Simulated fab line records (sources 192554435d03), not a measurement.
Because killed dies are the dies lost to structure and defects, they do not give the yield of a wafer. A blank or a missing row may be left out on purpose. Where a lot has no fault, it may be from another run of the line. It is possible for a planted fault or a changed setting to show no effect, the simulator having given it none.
fab line records | flow n5-finfet | part 1 of 2: steps 1 to 17 of 28
record: lots: 5 | wafers: 15 | last-day: 17
route steps=1938 shown BEOL_M11@1563
lots that met no fault: taken from a fault-free run of the same line
start-h: start of the lot's first displayed wafer, in hours after the record's first day | wait-h: hours from the lot's prior step to this one | " repeats the value in the row above | L1.1+2: a single row standing in for several wafers | - no value, or no start given | * or withheld: withheld | < > ~ a bound
route shown NAME@n: NAME is a module with steps in the file, n the number in the route of the first one | usual: the fault-free wafers' mean and standard deviation | same: alike in all rows | chamber/n: place in a boat | sites: each site's reading | _std_site: how widely they spread, as a standard deviation | _edge_site: outer sites' mean less inner sites' | radius-mm: how far each site lies from the wafer's centre | mask NAME#n: copy n | behind: tool/chamber where the wafer was last shaped | hold: why the lot went on hold/how many hours it stayed there/how the hold came to an end | device: the transistor (n, p or np) that didn't switch | end of line: tests of these same wafers at the route's end | a step given without rows: its recipe and nothing more | killed: dies that structure and defects cost at the first sort, which is not the same as the wafer's yield | map: per-die view of a wafer (x killed, . not killed, _ where there is no die)
set.NAME: setting as actually run; set.NAME@STEP: the setting as run at that earlier step | model.NAME: the simulator's own value behind a step, which no gauge read
lots at some steps of the route; a table a step, a row a wafer
services: the hour from which a tool's chamber was out of use, counted from the record's first day as start-h (under 0 if before that day), plus the number of hours and why
== steps ==
step: N5_BEOL_M11_EBR_24
recipe: solvent: PGMEA | ebr-width-mm: 1.5
lot.wafer  | tool           | chamber | start-h | wait-h
L086.2+3+4 | litho-track-03 | 0       | -       | -
L088.2+4+6 | litho-track-01 | 0       | -       | -
L090.1+5+6 | litho-track-01 | 0       | -       | -
L093.3+4+6 | litho-track-03 | 0       | -       | -
L095.2+4+6 | litho-track-03 | 0       | -       | -
step: N5_BEOL_M11_SOFTBAKE_23
recipe: temp-c: 110 | time-s: 60 | resist: CAR-ArF
lot.wafer  | tool           | chamber | start-h | wait-h
L086.2+3+4 | litho-track-03 | 0       | -       | -
L088.2+4+6 | litho-track-01 | 0       | -       | -
L090.1+5+6 | litho-track-01 | 0       | -       | -
L093.3+4+6 | litho-track-03 | 0       | -       | -
L095.2+4+6 | litho-track-03 | 0       | -       | -
step: N5_BEOL_M11_EXPOSE_25
recipe: mask-id: V10 | na: 1.35 | source-shape: annular | sigma-inner: 0.5 | sigma-outer: 0.8 | polarization: unpolarized | dose-mj: 85.5
lot.wafer  | tool            | chamber | start-h | wait-h | mask
L086.2+3+4 | arfi-scanner-03 | 0       | 302.27  | -      | V10#0
L088.2+4+6 | arfi-scanner-03 | 0       | 311.87  | -      | V10#0
L090.1+5+6 | arfi-scanner-01 | 0       | 329.26  | -      | V10#0
L093.3+4+6 | arfi-scanner-02 | 0       | 332.75  | -      | V10#0
L095.2+4+6 | arfi-scanner-02 | 0       | 361.38  | -      | V10#0
step: N5_BEOL_M11_PEB_26
recipe: peb-temp-c: withheld | peb-time-s: 60 | resist: CAR-ArF
lot.wafer  | tool           | chamber | start-h | wait-h
L086.2+3+4 | litho-track-03 | 0       | 302.33  | 0.1
L088.2+4+6 | litho-track-02 | 0       | 311.93  | 0.1
L090.1+5+6 | litho-track-01 | 0       | 329.33  | 0.1
L093.3+4+6 | litho-track-03 | 0       | 332.80  | 0.0
L095.2+4+6 | litho-track-03 | 0       | 361.44  | 0.1
step: N5_BEOL_M11_DEVELOP_27
recipe: develop-time-s: 30 | developer: TMAH | resist: CAR-ArF | rinse-liquid: diw | dry: air-spin | dev-temp-c: 23
lot.wafer  | tool           | chamber | start-h | wait-h
L086.2+3+4 | litho-track-03 | 0       | -       | -
L088.2+4+6 | litho-track-02 | 0       | -       | -
L090.1+5+6 | litho-track-01 | 0       | -       | -
L093.3+4+6 | litho-track-03 | 0       | -       | -
L095.2+4+6 | litho-track-03 | 0       | -       | -
step: N5_BEOL_M11_CD_MEAS_28
recipe: target-cd-nm: 70 | landing-energy-ev: 500 | detector: se-inlens | polarity: opening
usual: cd-nm: 69.9/0.89
lot.wafer | tool      | chamber | start-h | wait-h | cd-nm
L086.2    | cd-sem-03 | 0       | 302.39  | -      | 69.9
L086.3    | "         | 0       | "       | "      | 68.6
L086.4    | "         | 0       | "       | "      | 69.6
L088.2    | cd-sem-02 | 0       | 311.99  | -      | 68.4
L088.4    | "         | 0       | "       | "      | 68.9
L088.6    | "         | 0       | "       | "      | 69.0
L090.1    | cd-sem-03 | 0       | 329.40  | -      | 70.6
L090.5    | "         | 0       | "       | "      | 70.1
L090.6    | "         | 0       | "       | "      | 70.9
L093.3    | cd-sem-02 | 0       | 332.87  | -      | 69.2
L093.4    | "         | 0       | "       | "      | 70.0
L093.6    | "         | 0       | "       | "      | 70.7
L095.2    | cd-sem-03 | 0       | 361.51  | -      | 70.6
L095.4    | "         | 0       | "       | "      | 69.6
L095.6    | "         | 0       | "       | "      | 70.4
step: N5_BEOL_M11_OVL_MEAS_29
recipe: points-per-wafer: 44
usual: V10_OVL: -0.3/0.65
lot.wafer | tool       | chamber | start-h | wait-h | V10_OVL[nm]
L086.2    | overlay-02 | 0       | 302.42  | 0.0    | 0.6
L086.3    | "          | 0       | "       | "      | 0.3
L086.4    | "          | 0       | "       | "      | 0.1
L088.2    | overlay-02 | 0       | 312.02  | 0.0    | 0.2
L088.4    | "          | 0       | "       | "      | -0.9
L088.6    | "          | 0       | "       | "      | -0.8
L090.1    | overlay-01 | 0       | 329.43  | 0.0    | 0.7
L090.5    | "          | 0       | "       | "      | 0.4
L090.6    | "          | 0       | "       | "      | 0.3
L093.3    | overlay-01 | 0       | 332.89  | 0.0    | -1.0
L093.4    | "          | 0       | "       | "      | -0.2
L093.6    | "          | 0       | "       | "      | -0.6
L095.2    | overlay-02 | 0       | 361.54  | 0.0    | -0.3
L095.4    | "          | 0       | "       | "      | -0.2
L095.6    | "          | 0       | "       | "      | -0.3
step: N5_BEOL_M11_INSPECT_30
recipe: mode: adi | inspect-instrument: brightfield
usual: raw-defect-count: 380/96
lot.wafer | tool              | chamber | start-h | wait-h | raw-defect-count
L086.2    | defect-inspect-01 | -       | 302.45  | 0.0    | 336
L086.3    | "                 | -       | "       | "      | 409
L086.4    | "                 | -       | "       | "      | 351
L088.2    | defect-inspect-02 | -       | 312.05  | 0.0    | 288
L088.4    | "                 | -       | "       | "      | 371
L088.6    | "                 | -       | "       | "      | 261
L090.1    | defect-inspect-02 | -       | 329.45  | 0.0    | 638
L090.5    | "                 | -       | "       | "      | 316
L090.6    | "                 | -       | "       | "      | 304
L093.3    | defect-inspect-01 | -       | 332.92  | 0.0    | 406
L093.4    | "                 | -       | "       | "      | 496
L093.6    | "                 | -       | "       | "      | 442
L095.2    | defect-inspect-01 | -       | 361.56  | 0.0    | 367
L095.4    | "                 | -       | "       | "      | 347
L095.6    | "                 | -       | "       | "      | 434
step: N5_BEOL_M11_DESCUM_33
recipe: chemistry: O2 | time-s: 7.9 | source-power-w: 50 | bias-power-w: 20 | pressure-mtorr: 20 | rf-frequency-hz: 2.712e+07 | temp-c: 40 | resist: CAR-ArF | o2-flow-sccm: 225
usual: chamber-pressure-mTorr: 20.002/0.021 | drypump-motor-current-A: 5.4/0.43 | oes-product-au: 0.75/0.082 | rf-vpp-V: 242.5/1.6 | showerhead-plenum-p-Torr: 2.05/0.086 | throttle-valve-pct: 20.41/0.21
lot.wafer | tool        | chamber | start-h | wait-h | chamber-pressure-mTorr | drypump-motor-current-A | oes-product-au | rf-hours-counter-h | rf-vpp-V | showerhead-plenum-p-Torr | throttle-valve-pct
L086.2    | rie-diel-06 | 3       | 302.48  | 0.0    | 20.013                 | 5.6                     | 0.94           | 8                  | 244.6    | 2.24                     | 20.04
L086.3    | "           | 2       | "       | "      | 20.003                 | 5.0                     | 0.71           | 195                | 241.1    | 1.98                     | 20.38
L086.4    | "           | 0       | "       | "      | 20.011                 | 5.5                     | 0.70           | 195                | 243.7    | 2.07                     | 20.73
L088.2    | rie-diel-06 | 2       | 312.08  | 0.0    | 19.981                 | 5.0                     | 0.70           | 198                | 241.6    | 1.98                     | 20.39
L088.4    | "           | 3       | "       | "      | 20.024                 | 5.6                     | 0.94           | 11                 | 245.6    | 2.23                     | 20.06
L088.6    | "           | 1       | "       | "      | 20.001                 | 5.0                     | 0.73           | -                  | 241.8    | 2.00                     | 20.52
L090.1    | rie-diel-06 | 1       | 329.86  | 0.4    | 20.006                 | 4.9                     | 0.72           | 194                | 241.6    | 1.99                     | 20.54
L090.5    | "           | 2       | "       | "      | 19.981                 | 5.0                     | 0.71           | -                  | 240.9    | 1.98                     | 20.40
L090.6    | "           | 3       | "       | "      | 20.030                 | 5.6                     | 0.92           | -                  | 245.4    | 2.23                     | 20.06
L093.3    | rie-diel-06 | 2       | 333.21  | 0.3    | 19.984                 | 5.0                     | 0.71           | 204                | 241.3    | 1.98                     | 20.41
L093.4    | "           | 1       | "       | "      | 20.157                 | 4.9                     | 0.73           | 195                | 241.8    | 1.99                     | 20.52
L093.6    | "           | 0       | "       | "      | 19.998                 | 5.5                     | 0.70           | -                  | 243.1    | 2.06                     | 20.75
L095.2    | rie-diel-06 | 0       | 361.59  | 0.0    | 19.993                 | 5.6                     | 0.69           | 214                | 243.1    | 2.06                     | 20.76
L095.4    | "           | 2       | "       | "      | 19.968                 | 5.0                     | 0.70           | 212                | 242.7    | 1.98                     | 20.40
L095.6    | "           | 0       | "       | "      | 20.006                 | 5.6                     | 0.69           | -                  | 242.9    | 2.06                     | 20.78
step: N5_BEOL_M11_ETCH_65
recipe: chemistry: CF4 | target: SiARC | target-depth-a: 390 | mask-material: CAR-ArF | time-s: 65 | ion-energy-ev: 80 | pressure-mtorr: 40 | source-w: 545 | bias-w: 36 | Ar_flow_sccm: 100 | cf4-flow-sccm: 100 | ends: cleared
usual: chamber-pressure-mTorr: 40.00/0.035 | drypump-motor-current-A: 5.4/0.43 | etch-rf-on-time-s: 65.2/1 | mfc-ar-sccm: 99.9/0.33 | oes-product-au: 0.64/0.071 | rf-vpp-V: 183.4/1.3 | showerhead-plenum-p-Torr: 2.10/0.08 | throttle-valve-pct: 15.64/0.24
lot.wafer | tool        | chamber | start-h | wait-h | chamber-pressure-mTorr | drypump-motor-current-A | etch-rf-on-time-s | mfc-ar-sccm | oes-product-au | rf-hours-counter-h | rf-vpp-V | showerhead-plenum-p-Torr | throttle-valve-pct
L086.2    | rie-diel-06 | 3       | 302.52  | 0.0    | 39.99                  | 5.6                     | 64.8              | 100.0       | 0.80           | 8                  | 185.2    | 2.27                     | 15.15
L086.3    | "           | 2       | "       | "      | 39.98                  | 5.0                     | 64.8              | 99.9        | 0.61           | 195                | 181.5    | 2.05                     | 15.72
L086.4    | "           | 0       | "       | "      | 39.93                  | 5.5                     | 66.6              | 99.9        | 0.59           | 195                | 184.1    | 2.13                     | 15.99
L088.2    | rie-diel-06 | 2       | 312.11  | 0.0    | 40.00                  | 5.0                     | 65.2              | 100.0       | 0.61           | 198                | 182.4    | 2.05                     | 15.72
L088.4    | "           | 3       | "       | "      | 39.97                  | 5.6                     | 64.9              | 99.7        | 0.80           | 11                 | 184.7    | 2.27                     | 15.16
L088.6    | "           | 1       | "       | "      | 39.98                  | 4.9                     | 65.1              | 99.7        | 0.63           | -                  | 183.3    | 2.05                     | 15.73
L090.1    | rie-diel-06 | 1       | 329.89  | 0.0    | 39.97                  | 4.9                     | 64.0              | 99.6        | 0.63           | 194                | 182.2    | 2.05                     | 15.75
L090.5    | "           | 2       | "       | "      | 40.00                  | 5.0                     | 65.1              | 100.5       | 0.60           | -                  | 183.8    | 2.05                     | 15.72
L090.6    | "           | 3       | "       | "      | 40.06                  | 5.6                     | 64.0              | 100.2       | 0.80           | -                  | 186.1    | 2.27                     | 15.16
L093.3    | rie-diel-06 | 2       | 333.24  | 0.0    | 39.99                  | 5.0                     | 66.0              | 99.7        | 0.60           | 204                | 183.6    | 2.05                     | 15.74
L093.4    | "           | 1       | "       | "      | 39.93                  | 4.9                     | 65.4              | 100.1       | 0.62           | 195                | 181.8    | 2.05                     | 15.75
L093.6    | "           | 0       | "       | "      | 39.98                  | 5.5                     | 67.5              | 99.4        | 0.58           | -                  | 183.2    | 2.13                     | 16.02
L095.2    | rie-diel-06 | 0       | 361.63  | 0.0    | 39.97                  | 5.5                     | 66.5              | 99.9        | 0.58           | 214                | 184.0    | 2.12                     | 16.04
L095.4    | "           | 2       | "       | "      | 40.00                  | 5.0                     | 64.7              | 100.4       | 0.60           | 212                | 181.6    | 2.05                     | 15.76
L095.6    | "           | 0       | "       | "      | 40.00                  | 5.5                     | 67.0              | 99.9        | 0.59           | -                  | 183.4    | 2.12                     | 16.04
step: N5_BEOL_M11_ETCH_66
recipe: chemistry: N2/H2 | target: SOC | target-depth-a: 1200 | overetch-a: 240 | mask-material: SiARC | temp-c: 40 | time-s: 180 | ion-energy-ev: 200 | pressure-mtorr: 30 | source-w: 840 | bias-w: 150 | n2-flow-sccm: 200 | h2-flow-sccm: 200
usual: chamber-pressure-mTorr: 29.999/0.026 | drypump-motor-current-A: 5.4/0.43 | oes-product-au: 0.61/0.065 | rf-vpp-V: 522.4/2.9 | showerhead-plenum-p-Torr: 2.49/0.1 | throttle-valve-pct: 17.85/0.23
lot.wafer | tool        | chamber | start-h | wait-h | chamber-pressure-mTorr | drypump-motor-current-A | oes-product-au | rf-hours-counter-h | rf-vpp-V | showerhead-plenum-p-Torr | throttle-valve-pct
L086.2    | rie-diel-06 | 3       | 302.57  | 0.0    | 29.970                 | 5.6                     | 0.76           | 8                  | 527.7    | 2.72                     | 17.50
L086.3    | "           | 2       | "       | "      | 30.042                 | 5.0                     | 0.58           | 195                | 519.7    | 2.42                     | 17.84
L086.4    | "           | 0       | "       | "      | 29.996                 | 5.5                     | 0.57           | 195                | 524.0    | 2.53                     | 18.30
L088.2    | rie-diel-06 | 2       | 312.16  | 0.0    | 29.987                 | 5.0                     | 0.57           | 198                | 520.9    | 2.42                     | 17.84
L088.4    | "           | 3       | "       | "      | 30.041                 | 5.6                     | 0.77           | 11                 | 529.8    | 2.71                     | 17.53
L088.6    | "           | 1       | "       | "      | 30.047                 | 4.9                     | 0.60           | -                  | 519.5    | 2.42                     | 17.86
L090.1    | rie-diel-06 | 1       | 329.94  | 0.0    | 30.002                 | 4.9                     | 0.59           | 194                | 520.2    | 2.42                     | 17.87
L090.5    | "           | 2       | "       | "      | 29.953                 | 5.0                     | 0.58           | -                  | 519.1    | 2.42                     | 17.86
L090.6    | "           | 3       | "       | "      | 30.048                 | 5.6                     | 0.75           | -                  | 528.4    | 2.71                     | 17.51
L093.3    | rie-diel-06 | 2       | 333.29  | 0.0    | 30.017                 | 5.0                     | 0.57           | 204                | 519.8    | 2.42                     | 17.86
L093.4    | "           | 1       | "       | "      | 29.984                 | 4.9                     | 0.60           | 195                | 521.6    | 2.42                     | 17.86
L093.6    | "           | 0       | "       | "      | 30.013                 | 5.6                     | 0.56           | -                  | 522.7    | 2.52                     | 18.29
L095.2    | rie-diel-06 | 0       | 361.68  | 0.0    | 30.001                 | 5.5                     | 0.56           | 214                | 523.3    | 2.52                     | 18.31
L095.4    | "           | 2       | "       | "      | 29.983                 | 5.0                     | 0.57           | 212                | 520.0    | 2.41                     | 17.88
L095.6    | "           | 0       | "       | "      | 29.967                 | 5.5                     | 0.57           | -                  | 523.0    | 2.52                     | 18.32
step: N5_BEOL_M11_STRIP_69
recipe: chemistry: N2/H2 | temp-c: 40 | n2-flow-sccm: 200 | h2-flow-sccm: 200 | rf-frequency-hz: 6e+07
lot.wafer  | tool        | chamber | start-h | wait-h
L086.2+3+4 | rie-diel-06 | 3,2,0   | 302.68  | 0.1
L088.2+4+6 | rie-diel-06 | 2,3,1   | 312.28  | 0.1
L090.1+5+6 | rie-diel-06 | 1,2,3   | 330.05  | 0.1
L093.3+4+6 | rie-diel-06 | 2,1,0   | 333.41  | 0.1
L095.2+4+6 | rie-diel-06 | 0,2,0   | 361.79  | 0.1
step: N5_BEOL_M11_VIA_ETCH_34
recipe: chemistry: C4F6/O2 | target: SiCOH_lowk | target-depth-a: 1845 | mask-material: SOC | taper-deg: 4 | time-s: 69.2 | ion-energy-ev: 250 | pressure-mtorr: 30 | source-w: 345 | bias-w: 185 | Ar_flow_sccm: 300 | C4F6_flow_sccm: 10 | O2_flow_sccm: 10
usual: chamber-pressure-mTorr: 30.002/0.027 | drypump-motor-current-A: 5.4/0.43 | mfc-ar-sccm: 300.0/0.91 | oes_f_703_au: 0.76/0.082 | oes-product-au: 0.75/0.084 | rf-vpp-V: 662/9.8 | showerhead-plenum-p-Torr: 2.80/0.11 | throttle-valve-pct: 20.92/0.24
lot.wafer | tool        | chamber | start-h | wait-h | chamber-pressure-mTorr | drypump-motor-current-A | mfc-ar-sccm | oes_f_703_au | oes-product-au | rf-hours-counter-h | rf-vpp-V | showerhead-plenum-p-Torr | throttle-valve-pct
L086.2    | rie-diel-06 | 3       | 302.69  | 0.0    | 30.008                 | 5.6                     | 300.6       | 0.95         | 0.95           | 8                  | 671      | 3.03                     | 20.53
L086.3    | "           | 2       | "       | "      | 30.006                 | 5.0                     | 298.8       | 0.71         | 0.71           | 195                | 650      | 2.73                     | 20.98
L086.4    | "           | 0       | "       | "      | 30.000                 | 5.5                     | 298.9       | 0.69         | 0.70           | 195                | 678      | 2.83                     | 21.33
L088.2    | rie-diel-06 | 2       | 312.29  | 0.0    | 29.995                 | 5.0                     | 299.8       | 0.72         | 0.71           | 198                | 649      | 2.73                     | 20.99
L088.4    | "           | 3       | "       | "      | 29.960                 | 5.6                     | 300.0       | 0.94         | 0.95           | 11                 | 672      | 3.03                     | 20.49
L088.6    | "           | 1       | "       | "      | 29.997                 | 4.9                     | 300.6       | 0.75         | 0.73           | -                  | 653      | 2.72                     | 20.97
L090.1    | rie-diel-06 | 1       | 330.06  | 0.0    | 30.048                 | 4.9                     | 300.4       | 0.75         | 0.73           | 194                | 652      | 2.72                     | 20.99
L090.5    | "           | 2       | "       | "      | 30.022                 | 5.0                     | 299.7       | 0.71         | 0.71           | -                  | 650      | 2.72                     | 20.99
L090.6    | "           | 3       | "       | "      | 30.012                 | 5.6                     | 300.3       | 0.93         | 0.94           | -                  | 671      | 3.02                     | 20.51
L093.3    | rie-diel-06 | 2       | 333.42  | 0.0    | 30.022                 | 5.0                     | 299.7       | 0.71         | 0.71           | 204                | 650      | 2.72                     | 20.99
L093.4    | "           | 1       | "       | "      | 30.017                 | 4.9                     | 300.5       | 0.75         | 0.72           | 196                | 651      | 2.72                     | 20.98
L093.6    | "           | 0       | "       | "      | 29.986                 | 5.5                     | 299.4       | 0.68         | 0.70           | -                  | 676      | 2.83                     | 21.36
L095.2    | rie-diel-06 | 0       | 361.80  | 0.0    | 29.990                 | 5.6                     | 300.7       | 0.68         | 0.68           | 214                | 677      | 2.83                     | 21.35
L095.4    | "           | 2       | "       | "      | 29.991                 | 5.0                     | 298.1       | 0.70         | 0.70           | 212                | 649      | 2.72                     | 21.00
L095.6    | "           | 0       | "       | "      | 29.992                 | 5.6                     | 299.7       | 0.68         | 0.69           | -                  | 678      | 2.83                     | 21.36
step: N5_BEOL_M11_STRIP_73
recipe: chemistry: C4F6/O2 | resist: SiARC | rf-frequency-hz: 6e+07
lot.wafer  | tool        | chamber | start-h | wait-h
L086.2+3+4 | rie-diel-06 | 3,2,0   | 302.74  | 0.0
L088.2+4+6 | rie-diel-06 | 2,3,1   | 312.34  | 0.0
L090.1+5+6 | rie-diel-06 | 1,2,3   | 330.12  | 0.0
L093.3+4+6 | rie-diel-06 | 2,1,0   | 333.47  | 0.0
L095.2+4+6 | rie-diel-06 | 0,2,0   | 361.86  | 0.0
step: N5_BEOL_M11_STRIP_36
recipe: chemistry: N2/H2 | power-w: 450 | temp-c: 40 | pressure-mtorr: 20 | rf-frequency-hz: 6e+07 | overash-fraction: 0.3 | bias-power-w: 7 | h2-frac: 0.5 | n2-flow-sccm: 200 | h2-flow-sccm: 200
usual: chamber-pressure-mTorr: 20.00/0.039 | drypump-motor-current-A: 5.4/0.43 | oes-product-au: 0.75/0.083 | rf-vpp-V: 59.1/1.9 | showerhead-plenum-p-Torr: 2.49/0.1 | throttle-valve-pct: 23.69/0.25
lot.wafer | tool        | chamber | start-h | wait-h | chamber-pressure-mTorr | drypump-motor-current-A | oes-product-au | rf-hours-counter-h | rf-vpp-V | showerhead-plenum-p-Torr | throttle-valve-pct
L086.2    | rie-diel-06 | 3       | 302.75  | 0.0    | 19.92                  | 5.6                     | 0.95           | 8                  | 57.6     | 2.71                     | 23.51
L086.3    | "           | 2       | "       | "      | 20.02                  | 5.0                     | 0.73           | 195                | 57.9     | 2.42                     | 23.61
L086.4    | "           | 0       | "       | "      | 19.97                  | 5.5                     | 0.71           | 195                | 56.8     | 2.52                     | 24.23
L088.2    | rie-diel-06 | 2       | 312.35  | 0.0    | 19.93                  | 5.0                     | 0.71           | 198                | 57.7     | 2.41                     | 23.60
L088.4    | "           | 3       | "       | "      | 20.01                  | 5.6                     | 0.95           | 11                 | 61.6     | 2.71                     | 23.51
L088.6    | "           | 1       | "       | "      | 20.02                  | 4.9                     | 0.75           | -                  | 56.0     | 2.42                     | 23.58
L090.1    | rie-diel-06 | 1       | 330.13  | 0.0    | 19.94                  | 4.9                     | 0.71           | 194                | 56.5     | 2.42                     | 23.63
L090.5    | "           | 2       | "       | "      | 19.98                  | 5.0                     | 0.71           | -                  | 57.2     | 2.41                     | 23.61
L090.6    | "           | 3       | "       | "      | 19.99                  | 5.6                     | 0.93           | -                  | 59.6     | 2.71                     | 23.49
L093.3    | rie-diel-06 | 2       | 333.48  | 0.0    | 20.05                  | 5.0                     | 0.72           | 204                | 59.9     | 2.41                     | 23.59
L093.4    | "           | 1       | "       | "      | 19.99                  | 5.0                     | 0.73           | 196                | 57.8     | 2.42                     | 23.59
L093.6    | "           | 0       | "       | "      | 19.96                  | 5.5                     | 0.69           | -                  | 55.6     | 2.52                     | 24.23
L095.2    | rie-diel-06 | 0       | 361.87  | 0.0    | 19.95                  | 5.5                     | 0.69           | 214                | 59.8     | 2.51                     | 24.26
L095.4    | "           | 2       | "       | "      | 20.05                  | 5.0                     | 0.71           | 212                | 58.8     | 2.41                     | 23.63
L095.6    | "           | 0       | "       | "      | 20.03                  | 5.5                     | 0.68           | -                  | 60.2     | 2.51                     | 24.23
step: N5_BEOL_M11_TRENCH_ETCH_37
recipe: chemistry: C4F6/O2 | target-depth-a: 1488.3 | target: SiCOH_lowk | time-s: 48 | ion-energy-ev: 250 | pressure-mtorr: 30 | source-w: 345 | bias-w: 185 | Ar_flow_sccm: 300 | C4F6_flow_sccm: 10 | O2_flow_sccm: 10
usual: chamber-pressure-mTorr: 30.00/0.032 | drypump-motor-current-A: 5.4/0.43 | mfc-ar-sccm: 299.9/0.98 | oes_f_703_au: 0.76/0.082 | oes-product-au: 0.75/0.084 | rf-vpp-V: 662/9.9 | showerhead-plenum-p-Torr: 2.80/0.11 | throttle-valve-pct: 20.95/0.24
lot.wafer | tool        | chamber | start-h | wait-h | chamber-pressure-mTorr | drypump-motor-current-A | mfc-ar-sccm | oes_f_703_au | oes-product-au | rf-hours-counter-h | rf-vpp-V | showerhead-plenum-p-Torr | throttle-valve-pct
L086.2    | rie-diel-06 | 3       | -       | -      | 30.01                  | 5.6                     | 300.8       | 0.93         | 0.94           | 8                  | 670      | 3.03                     | 20.53
L086.3    | "           | 2       | "       | "      | 30.05                  | 5.0                     | 299.1       | 0.72         | 0.71           | 195                | 650      | 2.73                     | 21.01
L086.4    | "           | 0       | "       | "      | 29.99                  | 5.5                     | 299.8       | 0.69         | 0.70           | 195                | 679      | 2.83                     | 21.34
L088.2    | rie-diel-06 | 2       | -       | -      | 30.00                  | 5.0                     | 299.7       | 0.71         | 0.71           | 198                | 650      | 2.73                     | 21.01
L088.4    | "           | 3       | "       | "      | 29.97                  | 5.6                     | 299.5       | 0.94         | 0.94           | 11                 | 671      | 3.03                     | 20.55
L088.6    | "           | 1       | "       | "      | 30.00                  | 4.9                     | 299.8       | 0.75         | 0.74           | -                  | 653      | 2.72                     | 21.00
L090.1    | rie-diel-06 | 1       | -       | -      | 29.99                  | 4.9                     | 300.5       | 0.75         | 0.72           | 194                | 652      | 2.72                     | 21.00
L090.5    | "           | 2       | "       | "      | 30.00                  | 5.0                     | 299.0       | 0.72         | 0.70           | -                  | 649      | 2.72                     | 21.03
L090.6    | "           | 3       | "       | "      | 30.04                  | 5.6                     | 301.5       | 0.93         | 0.93           | -                  | 672      | 3.02                     | 20.56
L093.3    | rie-diel-06 | 2       | -       | -      | 30.01                  | 5.0                     | 298.5       | 0.71         | 0.70           | 204                | 648      | 2.72                     | 21.03
L093.4    | "           | 1       | "       | "      | 30.00                  | 5.0                     | 299.4       | 0.75         | 0.73           | 196                | 653      | 2.72                     | 21.01
L093.6    | "           | 0       | "       | "      | 30.00                  | 5.5                     | 300.0       | 0.68         | 0.69           | -                  | 679      | 2.83                     | 21.36
L095.2    | rie-diel-06 | 0       | -       | -      | 29.98                  | 5.5                     | 298.1       | 0.67         | 0.68           | 214                | 678      | 2.83                     | 21.38
L095.4    | "           | 2       | "       | "      | 30.00                  | 5.0                     | 299.7       | 0.70         | 0.70           | 212                | 650      | 2.72                     | 21.04
L095.6    | "           | 0       | "       | "      | 30.04                  | 5.5                     | 297.8       | 0.67         | 0.68           | -                  | 679      | 2.83                     | 21.39
step: N5_BEOL_M11_ETCH_41
recipe: chemistry: CH3F/O2 | target: SiCN | target-depth-a: 426 | taper-deg: 2 | time-s: 86 | ion-energy-ev: 120 | mask-material: TiN | pressure-mtorr: 30 | source-w: 395 | bias-w: 75 | Ar_flow_sccm: 150 | CH3F_flow_sccm: 30 | O2_flow_sccm: 20
usual: chamber-pressure-mTorr: 30.003/0.026 | drypump-motor-current-A: 5.4/0.43 | mfc-ar-sccm: 150.0/0.45 | oes-product-au: 0.75/0.083 | rf-vpp-V: 296.5/1.7 | showerhead-plenum-p-Torr: 1.96/0.08 | throttle-valve-pct: 16.34/0.24
lot.wafer | tool        | chamber | start-h | wait-h | chamber-pressure-mTorr | drypump-motor-current-A | mfc-ar-sccm | oes-product-au | rf-hours-counter-h | rf-vpp-V | showerhead-plenum-p-Torr | throttle-valve-pct
L086.2    | rie-diel-06 | 3       | -       | -      | 30.021                 | 5.5                     | 150.2       | 0.95           | 8                  | 301.0    | 2.13                     | 15.90
L086.3    | "           | 2       | "       | "      | 30.041                 | 5.0                     | 149.6       | 0.72           | 195                | 295.1    | 1.91                     | 16.41
L086.4    | "           | 0       | "       | "      | 29.988                 | 5.5                     | 149.4       | 0.70           | 195                | 297.3    | 1.99                     | 16.71
L088.2    | rie-diel-06 | 2       | -       | -      | 30.035                 | 5.0                     | 150.5       | 0.71           | 198                | 295.5    | 1.91                     | 16.40
L088.4    | "           | 3       | "       | "      | 30.005                 | 5.5                     | 150.8       | 0.95           | 11                 | 300.7    | 2.13                     | 15.90
L088.6    | "           | 1       | "       | "      | 30.029                 | 4.9                     | 149.9       | 0.73           | -                  | 295.6    | 1.91                     | 16.43
L090.1    | rie-diel-06 | 1       | -       | -      | 29.991                 | 5.0                     | 149.0       | 0.73           | 194                | 294.2    | 1.91                     | 16.41
L090.5    | "           | 2       | "       | "      | 30.000                 | 5.0                     | 149.4       | 0.71           | -                  | 293.7    | 1.91                     | 16.42
L090.6    | "           | 3       | "       | "      | 30.008                 | 5.6                     | 150.4       | 0.92           | -                  | 300.5    | 2.13                     | 15.90
L093.3    | rie-diel-06 | 2       | -       | -      | 30.048                 | 5.0                     | 150.6       | 0.70           | 204                | 295.5    | 1.91                     | 16.41
L093.4    | "           | 1       | "       | "      | 30.026                 | 4.9                     | 150.1       | 0.72           | 196                | 295.9    | 1.91                     | 16.44
L093.6    | "           | 0       | "       | "      | 30.032                 | 5.5                     | 149.5       | 0.68           | -                  | 299.3    | 1.98                     | 16.73
L095.2    | rie-diel-06 | 0       | -       | -      | 29.985                 | 5.5                     | 149.9       | 0.69           | 214                | 297.1    | 1.98                     | 16.75
L095.4    | "           | 2       | "       | "      | 30.043                 | 5.0                     | 150.5       | 0.70           | 212                | 293.8    | 1.90                     | 16.44
L095.6    | "           | 0       | "       | "      | 30.018                 | 5.6                     | 149.8       | 0.69           | -                  | 295.1    | 1.98                     | 16.74
